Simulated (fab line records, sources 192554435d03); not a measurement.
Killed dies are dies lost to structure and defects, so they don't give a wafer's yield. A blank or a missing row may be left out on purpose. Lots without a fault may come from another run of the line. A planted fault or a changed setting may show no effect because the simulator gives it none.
Chamber matching | flow n5_finfet | N5_BEOL_M0_ALD_136 on ald_metal-01: 4 sister chambers
The step deposits TaN, pulse time 2 s, purge time 3 s, co reactant purge time 2 s. 7 wafers are shown with their chamber, then 10 later ones without.

WAFERS WITH THEIR CHAMBER
wafer  | chamber | heater_power_w (W)
L079.4 | 1       | 510
L079.5 | 3       | 396
L081.2 | 3       | 399
L081.4 | 0       | 515
L081.5 | 2       | 415
L083.1 | 1       | 517
L083.3 | 0       | 525

WAFERS WITHOUT THEIR CHAMBER
wafer  | heater_power_w (W)
L083.4 | 398
L084.2 | 515
L084.4 | 506
L084.6 | 410
L090.3 | 521
L090.4 | 407
L090.5 | 522
L093.2 | 422
L093.3 | 508
L093.4 | 519

WHICH CHAMBER EACH WENT THROUGH
wafer  | from the rows above     | in truth
L083.4 | 3                       | 3
L084.2 | can't be placed: 1 or 0 | 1
L084.4 | can't be placed: 1 or 0 | 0
L084.6 | can't be placed: 2 or 3 | 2
L090.3 | can't be placed: 0 or 1 | 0
L090.4 | can't be placed: 2 or 3 | 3
L090.5 | can't be placed: 0 or 1 | 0
L093.2 | 2                       | 2
L093.3 | can't be placed: 1 or 0 | 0
L093.4 | can't be placed: 0 or 1 | 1
Placed correctly: 2 of 10. Can't be placed from these rows: 8 (the true chamber is among the candidates in 8). Placed wrongly: 0.
How it was worked out, from the rows above alone: a wafer's distance from a chamber is the root of the sum, over the readings, of the square of ((its reading less the chamber's mean) divided by the reading's scatter). The wafer belongs to the nearest chamber; if the next one is less than 2 further off, it can't be placed. A chamber's mean is the mean of its shown wafers. The scatter: the root of (the sum of the squares of (reading less its chamber's mean) over the shown wafers, divided by (wafers less chambers)).
